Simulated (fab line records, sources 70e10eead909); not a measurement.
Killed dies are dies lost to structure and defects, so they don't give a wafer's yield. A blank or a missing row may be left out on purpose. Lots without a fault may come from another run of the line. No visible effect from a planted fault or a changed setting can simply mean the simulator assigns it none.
fab line records | flow nandHarc
[record] lots = 5 | wafers = 15 | lastDay = 25
route steps=1159 shown P_M1@287
lots untouched by any fault: they come from a run of this same line in which no faults occurred
startH: hours from the record's opening day to when the first of the lot's shown wafers began | waitH: how many hours have passed since the lot's step before this one | " unchanged from the row above | L1.1+2: a single row standing in for several wafers | - either no value or no given start | * or withheld: withheld | < > ~ a bound
route shown NAME@n: NAME is a module with steps in the file, n the number in the route of the first one | usual: mean/standard deviation of fault-free wafers | same: alike in all rows | chamber/n: place in a boat | sites: per-site readings | _std_site: standard deviation of those values | _edge_site: inner sites' mean taken away from outer sites' mean | radiusMm: for every site, how far away it sits from the centre of the wafer | mask NAME#n: copy n | behind: the most recent tool/chamber to have shaped the wafer | hold: cause of the lot's hold/its duration in hours/its outcome | device: the transistor (n, p or np) that didn't switch | end of line: tests run on the same wafers once the route is complete | step lacking rows: just its recipe | killed: dies that structure and defects cost at the first sort, which is not the same as the wafer's yield | map: shows each die of a wafer: x if killed, . if not, _ if none is there
set.NAME: the run value of the setting; set.NAME@STEP: its run value at that earlier step | model.NAME: the simulator's own value behind a step, which no gauge read
certain route steps with their lots: each step a table, each wafer a row
services: when a tool's chamber went out of use (startH, in hours from the record's first day, below 0 if earlier), for how many hours, and the reason
[[steps]]
[step NHARC_P_M1_HMDS_02]
[recipe] timeS = 30
[step NHARC_P_M1_COAT_34]
[recipe] tempC = 200 | timeS = 65
[step NHARC_P_M1_COAT_03]
[recipe] spinRpm = 1500 | resistThkNm = 90
[step NHARC_P_M1_SOFTBAKE_04]
[recipe] tempC = 105 | timeS = 55
[step NHARC_P_M1_EBR_05]
[step NHARC_P_M1_EXPOSE_06]
[recipe] na = 1.35 | targetCdNm = 130 | doseMj = 81.88 | maskId = P_M1
[step NHARC_P_M1_PEB_07]
[recipe] pebTempC = 100 | pebTimeS = 65
[step NHARC_P_M1_DEVELOP_08]
[recipe] developTimeS = 35 | devTempC = 23
[step NHARC_P_M1_CD_MEAS_09]
[recipe] targetCdNm = 130 | landingEnergyEv = 500
[usual] cdNm = 130.1/0.54
lot.wafer | tool     | chamber | startH | waitH | cdNm
L243.1    | cdSem-03 | 0       | 131.26 | -     | 130.0
L243.3    | "        | 0       | "      | "     | 129.9
L243.4    | "        | 0       | "      | "     | 129.8
L245.1    | cdSem-03 | 0       | 137.22 | -     | 130.5
L245.3    | "        | 0       | "      | "     | 130.9
L245.5    | "        | 0       | "      | "     | 130.3
L255.3    | cdSem-01 | 0       | 201.69 | -     | 131.0
L255.5    | "        | 0       | "      | "     | 130.3
L255.6    | "        | 0       | "      | "     | 130.4
L262.4    | cdSem-02 | 0       | 238.92 | -     | 129.2
L262.5    | "        | 0       | "      | "     | 129.6
L262.6    | "        | 0       | "      | "     | 129.8
L265.1    | cdSem-02 | 0       | 252.27 | -     | 129.8
L265.4    | "        | 0       | "      | "     | 129.5
L265.5    | "        | 0       | "      | "     | 128.9
[step NHARC_P_M1_OVL_MEAS_10]
[recipe] pitchNm = 260
[usual] overlayXNm = -0.1/0.65 | overlayYNm = 0.1/1
lot.wafer | tool       | chamber | startH | waitH | overlayXNm | overlayYNm
L243.1    | overlay-02 | -       | 131.35 | -     | -0.7       | -1.6
L243.3    | "          | -       | "      | "     | -0.6       | -1.7
L243.4    | "          | -       | "      | "     | -1.1       | -1.7
L245.1    | overlay-02 | -       | 137.31 | -     | 1.2        | -0.4
L245.3    | "          | -       | "      | "     | 0.6        | -0.5
L245.5    | "          | -       | "      | "     | 0.5        | -0.6
L255.3    | overlay-01 | -       | 201.78 | -     | 0.6        | -0.2
L255.5    | "          | -       | "      | "     | 0.9        | -0.3
L255.6    | "          | -       | "      | "     | 1.2        | -0.7
L262.4    | overlay-01 | -       | 239.00 | -     | -1.2       | 1.5
L262.5    | "          | -       | "      | "     | -0.7       | 1.4
L262.6    | "          | -       | "      | "     | -0.9       | 1.2
L265.1    | overlay-01 | -       | 252.36 | -     | -1.2       | 0.3
L265.4    | "          | -       | "      | "     | -1.0       | -0.3
L265.5    | "          | -       | "      | "     | -1.0       | 0.0
[step NHARC_P_M1_INSPECT_11]
[usual] rawDefectCount = 4.0/2.5
lot.wafer | tool             | chamber | startH | waitH | rawDefectCount
L243.1    | defectInspect-02 | -       | 131.38 | 0.0   | 4
L243.3    | "                | -       | "      | "     | 5
L243.4    | "                | -       | "      | "     | 5
L245.1    | defectInspect-02 | -       | 137.35 | 0.0   | 4
L245.3    | "                | -       | "      | "     | 1
L245.5    | "                | -       | "      | "     | 8
L255.3    | defectInspect-01 | -       | 201.81 | 0.0   | 7
L255.5    | "                | -       | "      | "     | 3
L255.6    | "                | -       | "      | "     | 7
L262.4    | defectInspect-02 | -       | 239.03 | 0.0   | 5
L262.5    | "                | -       | "      | "     | 4
L262.6    | "                | -       | "      | "     | 1
L265.1    | defectInspect-02 | -       | 252.39 | 0.0   | 2
L265.4    | "                | -       | "      | "     | 1
L265.5    | "                | -       | "      | "     | 1
[step NHARC_P_M1_DESCUM_14]
[recipe] timeS = 3 | o2FlowSccm = 200 | arFlowSccm = 0 | biasPowerW = 0 | chemistry = O2
[usual] drypumpMotorCurrentA = 5.7/0.35 | oesProductAu = 1.000/0.0081 | rfVppV = 57.9/1 | showerheadPlenumPTorr = 1.93/0.09 | throttleValvePct = 11.312/0.0095
[same] timeS = 3
lot.wafer | tool       | chamber | startH | waitH | drypumpMotorCurrentA | oesProductAu | rfHoursCounterH | rfVppV | showerheadPlenumPTorr | throttleValvePct
L243.3    | rieDiel-05 | 2       | 131.44 | 0.1   | 5.2                  | 1.003        | 7.5             | 57.0   | 2.04                  | 11.319
L243.1    | "          | 3       | "      | "     | 6.2                  | 0.996        | 7.8             | 59.0   | 2.04                  | 11.329
L243.4    | "          | 0       | "      | "     | 5.7                  | 1.016        | 8.5             | 58.4   | 1.88                  | 11.329
L245.1    | rieDiel-11 | 0       | 137.41 | 0.1   | 5.8                  | 1.006        | 8.3             | 57.5   | 1.79                  | 11.322
L245.3    | "          | 1       | "      | "     | 5.5                  | 0.998        | 7.3             | 58.0   | 1.94                  | 11.311
L245.5    | "          | 1       | "      | "     | 5.5                  | 1.005        | -               | 56.8   | 1.94                  | 11.304
L255.3    | rieDiel-05 | 3       | 201.90 | 0.1   | 6.1                  | 1.008        | 2.7             | 57.2   | 2.04                  | 11.297
L255.6    | "          | 0       | "      | "     | 5.7                  | 1.008        | -               | 58.1   | 1.88                  | 11.336
L255.5    | "          | 1       | "      | "     | 6.2                  | 1.007        | -               | 56.0   | 1.91                  | 11.308
L262.4    | rieDiel-03 | 2       | 239.09 | 0.1   | 5.8                  | 0.991        | 0.2             | 58.4   | 2.00                  | 11.310
L262.5    | "          | 2       | "      | "     | 5.8                  | 0.996        | -               | 59.2   | 2.00                  | 11.311
L262.6    | "          | 3       | "      | "     | 5.4                  | 0.996        | -               | 57.0   | 1.80                  | 11.303
L265.1    | rieDiel-03 | 0       | 252.45 | 0.1   | 5.3                  | 1.002        | 0.6             | 58.8   | 1.96                  | 11.302
L265.4    | "          | 2       | "      | "     | 5.8                  | 1.004        | 0.5             | 58.7   | 2.00                  | 11.309
L265.5    | "          | 1       | "      | "     | 6.2                  | 0.992        | -               | 58.0   | 1.79                  | 11.310
[step NHARC_P_M1_ETCH_35]
[recipe] targetDepthA = 400 | overetchA = 120 | timeS = 43.94 | ionEnergyEv = 200 | n2FlowSccm = 150 | h2FlowSccm = 150 | arFlowSccm = 0 | rfW = 400 | biasW = 150 | chemistry = N2/H2
[usual] drypumpMotorCurrentA = 5.8/0.36 | oesProductAu = 1.001/0.009 | rfVppV = 430.8/2.8 | runLengthS = 65.5/0.43 | showerheadPlenumPTorr = 2.05/0.099 | throttleValvePct = 14.170/0.0093
lot.wafer | tool       | chamber | startH | waitH | drypumpMotorCurrentA | oesProductAu | rfHoursCounterH | rfVppV | runLengthS | showerheadPlenumPTorr | throttleValvePct
L243.3    | rieDiel-05 | 0       | 131.53 | 0.1   | 5.7                  | 1.014        | 8.5             | 429.7  | 64.9       | 2.00                  | 14.167
L243.1    | "          | 2       | "      | "     | 5.2                  | 1.012        | 7.6             | 433.2  | 65.2       | 2.18                  | 14.168
L243.4    | "          | 3       | "      | "     | 6.2                  | 1.015        | 7.8             | 436.0  | 65.3       | 2.18                  | 14.170
L245.1    | rieDiel-11 | 3       | 137.50 | 0.1   | 6.0                  | 0.997        | 7.1             | 433.1  | 65.5       | 2.14                  | 14.168
L245.3    | "          | 0       | "      | "     | 5.8                  | 1.010        | 8.3             | 426.1  | 65.8       | 1.90                  | 14.171
L245.5    | "          | 2       | "      | "     | 5.7                  | 1.004        | -               | 430.2  | 66.0       | 2.05                  | 14.187
L255.3    | rieDiel-05 | 3       | 201.96 | 0.1   | 6.1                  | 0.995        | 2.7             | 434.9  | 65.4       | 2.18                  | 14.166
L255.5    | "          | 3       | "      | "     | 6.1                  | 1.008        | -               | 434.6  | 65.5       | 2.18                  | 14.190
L255.6    | "          | 0       | "      | "     | 5.7                  | 1.010        | -               | 429.5  | 49.5       | 2.00                  | 14.179
L262.4    | rieDiel-03 | 0       | 239.18 | 0.1   | 5.3                  | 0.984        | 0.3             | 431.8  | 66.2       | 2.09                  | 14.156
L262.6    | "          | 0       | "      | "     | 5.3                  | 0.995        | -               | 431.3  | 66.0       | 2.09                  | 14.172
L262.5    | "          | 1       | "      | "     | 6.2                  | 0.982        | -               | 427.0  | 65.6       | 1.90                  | 14.154
L265.1    | rieDiel-03 | 0       | 252.54 | 0.1   | 5.3                  | 1.005        | 0.6             | 432.8  | 66.0       | 2.09                  | 14.166
L265.4    | "          | 2       | "      | "     | 5.8                  | 1.005        | 0.5             | 433.2  | 64.6       | 2.14                  | 14.181
L265.5    | "          | 1       | "      | "     | 6.3                  | 0.995        | -               | 426.1  | 65.4       | 1.90                  | 14.156
[step NHARC_P_M1_ETCH_15]
[recipe] targetDepthA = 1825 | timeS = 91.2 | c4f8FlowSccm = withheld | arFlowSccm = 400 | rfW = 600 | biasW = 300 | chemistry = C4F8/Ar
[usual] oesProductAu = 0.958/0.022 | rfVppV = 441.2/2.9 | runLengthS = 112.8/0.43
[same] timeS = 91.2
lot.wafer | tool       | chamber | startH | waitH | oesProductAu | rfHoursCounterH | rfVppV | runLengthS
L243.3    | rieDiel-05 | 0       | -      | -     | 0.944        | 8.5             | 440.0  | 112.3
L243.1    | "          | 1       | "      | "     | 0.938        | 8.8             | 439.7  | 112.9
L243.4    | "          | 3       | "      | "     | 0.941        | 7.8             | 444.4  | 112.7
L245.1    | rieDiel-11 | 2       | -      | -     | 0.924        | 6.2             | 440.2  | 113.1
L245.3    | "          | 1       | "      | "     | 0.930        | 7.4             | 441.7  | 112.2
L245.5    | "          | 3       | "      | "     | 0.911        | -               | 443.8  | 112.8
L255.3    | rieDiel-05 | 2       | -      | -     | 0.969        | 2.7             | 443.8  | 112.9
L255.5    | "          | 0       | "      | "     | 0.973        | -               | 438.4  | 112.4
L255.6    | "          | 1       | "      | "     | 0.964        | -               | 442.3  | 112.9
L262.4    | rieDiel-03 | 1       | -      | -     | 0.972        | 0.2             | 436.0  | 112.7
L262.5    | "          | 3       | "      | "     | 0.961        | -               | 436.8  | 113.7
L262.6    | "          | 0       | "      | "     | 0.979        | -               | 443.7  | 113.0
L265.1    | rieDiel-03 | 3       | -      | -     | 0.952        | 0.5             | 436.9  | 113.2
L265.4    | "          | 1       | "      | "     | 0.948        | 0.6             | 436.9  | 112.7
L265.5    | "          | 0       | "      | "     | 0.941        | -               | 442.3  | 113.1
[[services]]
tool       | chamber | startH | hours | kind
rieDiel-05 | 0       | 118.11 | -     | clean
rieDiel-05 | 1       | 118.11 | -     | clean
rieDiel-05 | 2       | 118.11 | -     | clean
rieDiel-05 | 3       | 118.11 | -     | clean
rieDiel-03 | 0       | 120.80 | -     | clean
rieDiel-03 | 1       | 120.80 | -     | clean
rieDiel-03 | 2       | 120.80 | -     | clean
rieDiel-03 | 3       | 120.80 | -     | clean
rieDiel-05 | 1       | 133.10 | 7.0   | repair
rieDiel-05 | 0       | 142.61 | -     | clean
rieDiel-05 | 1       | 142.61 | -     | clean
rieDiel-05 | 2       | 142.61 | -     | clean
rieDiel-05 | 3       | 142.61 | -     | clean
rieDiel-03 | 0       | 145.30 | -     | clean
rieDiel-03 | 1       | 145.30 | -     | clean
rieDiel-03 | 2       | 145.30 | -     | clean
rieDiel-03 | 3       | 145.30 | -     | clean
rieDiel-05 | -       | 163.62 | 9.0   | pm
rieDiel-05 | 0       | 163.62 | 9.0   | ventCycle
rieDiel-03 | 3       | 174.25 | 3.4   | repair
rieDiel-11 | -       | 189.50 | 9.0   | pm
rieDiel-11 | 1       | 213.78 | 7.6   | repair
rieDiel-03 | -       | 215.30 | 9.0   | pm
rieDiel-11 | 3       | 225.72 | 1.7   | repair
[[key]]
[firstSign] step = NHARC_P_M1_ETCH_35 | reading = runLengthS | direction = down | sigmas = 37 | usual = * | struck = *
effect none on later readings
metAt NHARC_P_M1_ETCH_35
struckWafers L255.6
sortLeftOut L255.6
onsetBetween 131.53 201.96
[fault] kind = processParameterDrift | tool = rieDiel-05 | chamber = 0 | onsetH = 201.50 | steps = NHARC_P_M1_ETCH_35 | channel = timeS | offset = * | shape = step | endH = 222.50 | actsIn = * | stated = *
// sortLeftOut: the simulated sort isn't trusted on such a fault, so these wafers' sort isn't shown, and their yield isn't known
